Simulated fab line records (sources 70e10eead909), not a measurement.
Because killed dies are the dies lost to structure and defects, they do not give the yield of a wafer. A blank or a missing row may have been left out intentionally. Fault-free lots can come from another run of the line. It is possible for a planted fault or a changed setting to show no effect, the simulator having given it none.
Struck lot and sound lot, side by side    flow nandHarc    15 out of 1159 route steps
Sound: the wafers L452.2, L452.3, L452.6. Wafers L455.3, L455.5, L455.6 were the ones struck. The cause is named last.
At each step with rows: each side's tool, then ch and its chambers, then its first start. Under that, the readings that differ: sound wafers    struck wafers    difference of the means    sigmas: that difference in standard deviations of wafers without a fault.
alike: readings whose means differ by less than 2 such deviations, and words and numbers that are the same on both sides. not compared: withheld readings, readings that some wafer has no value for, bounds like >300 that may hide the same value, and numbers for which the record gives no deviation and whose values overlap.
Wherever a step has rows on one side only, a row that says differs or no value, or a row with sigmas, the two part there. When numbers do not overlap yet have no deviation, they are printed without sigmas and do not part them. A reading missing from all wafers of one side parts the sides only when that side holds two or more wafers.

NHARC_A_CONTACT_ETCH_137: etches the open film in C4F8/O2/Ar, time 132 s, target depth 1287 nm.
  sound on harCapEtch-03 ch 0,1, day 17 23:30; struck on harCapEtch-01 ch 0,1, day 18 12:05
  not compared: rfHoursCounterH
NHARC_A_CONTACT_ETCH_138: etches the open film in C4F8/O2/Ar, time 132 s, target depth 1289 nm.
  sound on harCapEtch-03 ch 0,1, day 17 23:37; struck on harCapEtch-01 ch 0,1, day 18 12:16
  not compared: rfHoursCounterH
then, 1 step without rows for these wafers: NHARC_A_CONTACT_ETCH_139 (etches the open film in C4F8/O2/Ar, time 137 s, target depth 590 nm).
NHARC_A_CONTACT_ETCH_92: etches the open film in CH3F/O2, target depth 40 nm, time 85.7 s.
  sound on rieDiel-10 ch 0,3, day 18 00:08; struck on rieDiel-03 ch 1,2,3, day 18 12:50
  alike: drypumpMotorCurrentA, mfcArSccm, oesProductAu, rfFwdPowerW, rfVppV, showerheadPlenumPTorr, throttleValvePct
  not compared: rfHoursCounterH
then, 1 step without rows for these wafers: NHARC_A_CONTACT_ETCH_98 (etches the open film in C4F6/O2, target depth 20 nm, time 10 s).
NHARC_A_CONTACT_CD_MEAS_15:
  sound: cdSem-02 at day 18 00:31; struck: cdSem-03 at day 18 13:02
  alike: cdNm
then, 4 steps without rows for these wafers: NHARC_A_CONTACT_STRIP_107 (strips in N2/H2); NHARC_A_CONTACT_STRIP_108 (strips in CF4/CHF3); NHARC_A_CONTACT_STRIP_109 (strips in O2/COS); NHARC_A_CONTACT_ETCH_110 (etches the open film in CF4/O2, target depth 50 nm, overetch 5 nm, time 27.5 s).
NHARC_A_CONTACT_STRIP_26: strips in O2.
  sound: rieDiel-06 ch 1,2,3; struck: rieDiel-03 ch 0,2,3
reading     sound           struck          difference  sigmas
rfVppV (V)  56.3 56.5 58.1  59.0 58.5 59.1  +1.9        +2
  alike: drypumpMotorCurrentA, mfcArSccm, oesProductAu, showerheadPlenumPTorr, throttleValvePct
  not compared: rfHoursCounterH
then, 1 step without rows for these wafers: NHARC_A_CONTACT_STRIP_27 (strips in post etch residue remover, time 600 s).
NHARC_A_CONTACT_ALD_18: deposits TiN, target thk 3 nm, pulse time 1 s, ald cycles 150.
  sound on aldMetal-01 ch 0,1, day 18 01:49; struck on aldMetal-02 ch 0,1, day 18 14:05
  no value came back on the struck wafers for aldCycles, heaterPowerOuterW (W), heaterPowerW (W), precursorPulseHeightRel; on the sound wafers aldCycles reads 150 150 150
NHARC_A_CONTACT_CVD_19: deposits W, target thk 300 nm, time 802 s.
  sound: cvdW-02 ch 0,1; struck: cvdW-01 ch 0,1
  alike: heaterPowerW, mfcArSccm, throttleValvePct
-- break in the record here, with 3 days between the starts of the struck wafers on either side (left off in module A_CONTACT, picked up again in module END, where the first step shown is number 1159 on the route) --
NHARC_END_SORT_01:
  only the struck wafers appear in the record here, on prober-01 ch 0 at day 21 07:50; the sound ones have no rows

WHERE THEY PART
First at NHARC_A_CONTACT_STRIP_26; last, within this record, at NHARC_END_SORT_01.

WHY: the cause the simulator had injected
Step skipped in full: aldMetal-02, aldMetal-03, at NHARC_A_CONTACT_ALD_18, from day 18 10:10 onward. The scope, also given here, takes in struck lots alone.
